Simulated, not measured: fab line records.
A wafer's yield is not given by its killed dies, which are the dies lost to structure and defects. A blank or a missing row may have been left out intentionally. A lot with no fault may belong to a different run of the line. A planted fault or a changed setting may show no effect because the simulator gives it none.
8D (eight disciplines) problem report, filled in by code	flow n5 finfet	the parts of the form that need people (team, actions taken, sign-off) are left out

## 1. THE ISSUE
Mean of spin speed rpm at N5_BEOL_M9_COAT_05: 1754.0 rpm across 6 wafers in 2 lots; on wafers with no fault it is 1500.0 rpm (standard deviation 0.96). That is +99 or more standard deviations from the usual mean.
The step: resist thk 90 nm.
First seen on wafer L927.4, day 13 20:13, on litho track-04. The record has a number at this step for 17 wafers belonging to 6 lots. By rule, "out" or "out of limits" means more than 4 standard deviations away from the usual mean. The rest of the wafers with a number are treated as sound.

## 2. WHAT IT IS; WHAT IT IS NOT
question	is	is not
which readings at this step	spin speed rpm	dispense pressure kPa
which lots	L926, L927	L918, L922, L924, L929
which wafers of those lots	all that have a number	-
read on which tools	litho track-04	litho track-05
when	from day 13 20:13	up to then (8 sound wafers); but 3 sound wafers of L929 came after

## 3. SUSPECTS, AND WHAT RULES EACH OUT
Counting: any tool at a process step up to the reading is kept as a suspect provided that every lot that is out went through it and no sound lot did after the first of them.
- pvd sputter-02 at N5_BEOL_M9_HM_DEP_02 (deposits TiN, target thk 20 nm): kept. It ran every lot that is out, first L927 (day 13 20:05), and no sound lot after that.
- litho track-04 at N5_BEOL_M9_COAT_05 (resist thk 90 nm): kept. It processed each lot that is out, first L927 at day 13 20:13, and no sound lot thereafter; up to then, the last sound lot it processed was L922 at day 12 14:50. Out on those wafers are its own readings of spin speed rpm.
After counting, pvd sputter-02 at N5_BEOL_M9_HM_DEP_02 and litho track-04 at N5_BEOL_M9_COAT_05 remain.

## 4. THE CAUSE (what the simulator had put in)
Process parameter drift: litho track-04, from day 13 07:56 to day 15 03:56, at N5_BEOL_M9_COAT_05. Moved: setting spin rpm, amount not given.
This tool is one of the 2 suspects left after counting.

## 5. SEQUENCE OF EFFECTS, ordered by route
Rows list readings where the struck wafers' mean (over those with a number) sits beyond 3 standard deviations from the usual. Only readings for which the record gives a usual standard deviation are gone through. hours: the time from each lot's start at the first step in this table that gives one to its start at this step, as a median over the lots. sigmas: the change in usual standard deviations.
hours	step	reading	usual	on struck wafers	change	sigmas
0	N5_BEOL_M9_COAT_05	spin speed rpm	1500.0 rpm	1754.0	+254.0	+99 or more
Process steps it contains:
- N5_BEOL_M9_COAT_05: resist thk 90 nm.
Later steps that measure or inspect, where all struck wafers having a row at the step show a number for every such reading and not one has moved that far: N5_BEOL_M9_CD_MEAS_11, N5_BEOL_M9_OVL_MEAS_12, N5_BEOL_M9_INSPECT_13.

## 6. HOW IT WOULD HAVE BEEN CAUGHT EARLIER
In this record no reading fell out of limits until day 13 20:13, 12 hours after the fault had begun at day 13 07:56.
